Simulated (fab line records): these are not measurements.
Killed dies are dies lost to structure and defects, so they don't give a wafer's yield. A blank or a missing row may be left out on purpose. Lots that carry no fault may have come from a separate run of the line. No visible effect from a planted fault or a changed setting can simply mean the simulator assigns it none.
Chamber matching :: flow n5Finfet :: N5_BEOL_M0_SAQP_DESCUM_45 on rieDiel-06: 4 sister chambers
The step chemistry O2, time 7 s. 4 wafers are shown with their chamber, then 9 later ones without.

WAFERS, EACH WITH ITS CHAMBER
wafer: L082.3
chamber: 2
drypumpMotorCurrentA (A): 5.0

wafer: L085.1
chamber: 1
drypumpMotorCurrentA (A): 6.0

wafer: L085.3
chamber: 3
drypumpMotorCurrentA (A): 4.9

wafer: L085.4
chamber: 0
drypumpMotorCurrentA (A): 5.3

WAFERS WHOSE CHAMBER IS MISSING
wafer: L089.3
drypumpMotorCurrentA (A): 5.3

wafer: L089.4
drypumpMotorCurrentA (A): 5.9

wafer: L089.6
drypumpMotorCurrentA (A): 5.1

wafer: L092.1
drypumpMotorCurrentA (A): 5.0

wafer: L092.4
drypumpMotorCurrentA (A): 5.9

wafer: L092.6
drypumpMotorCurrentA (A): 5.3

wafer: L097.1
drypumpMotorCurrentA (A): 4.9

wafer: L097.4
drypumpMotorCurrentA (A): 5.3

wafer: L097.5
drypumpMotorCurrentA (A): 5.0

WHICH CHAMBER EACH ONE RAN IN
wafer: L089.3
from the rows above: 0
in truth: 0

wafer: L089.4
from the rows above: 1
in truth: 1

wafer: L089.6
from the rows above: can't be placed: 2 or 3 or 0
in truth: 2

wafer: L092.1
from the rows above: can't be placed: 2 or 3
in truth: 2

wafer: L092.4
from the rows above: 1
in truth: 1

wafer: L092.6
from the rows above: 0
in truth: 0

wafer: L097.1
from the rows above: can't be placed: 3 or 2
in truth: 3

wafer: L097.4
from the rows above: 0
in truth: 0

wafer: L097.5
from the rows above: can't be placed: 2 or 3
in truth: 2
5 of 9 placed correctly. Can't be placed from these rows: 4 (the true chamber is among the candidates in 4). 0 placed wrongly.
How it was worked out, from the rows above alone: a wafer's distance from a chamber is the root of the sum, over the readings, of the square of ((its reading less the chamber's mean) divided by the reading's scatter). The wafer belongs to the nearest chamber; if the next one is less than 2 further off, it can't be placed. The mean given for a chamber averages the wafers shown for that chamber. The scatter (one wafer shown for each chamber): square how far every hidden wafer sits from the nearest shown wafer, average those squares and take the square root.
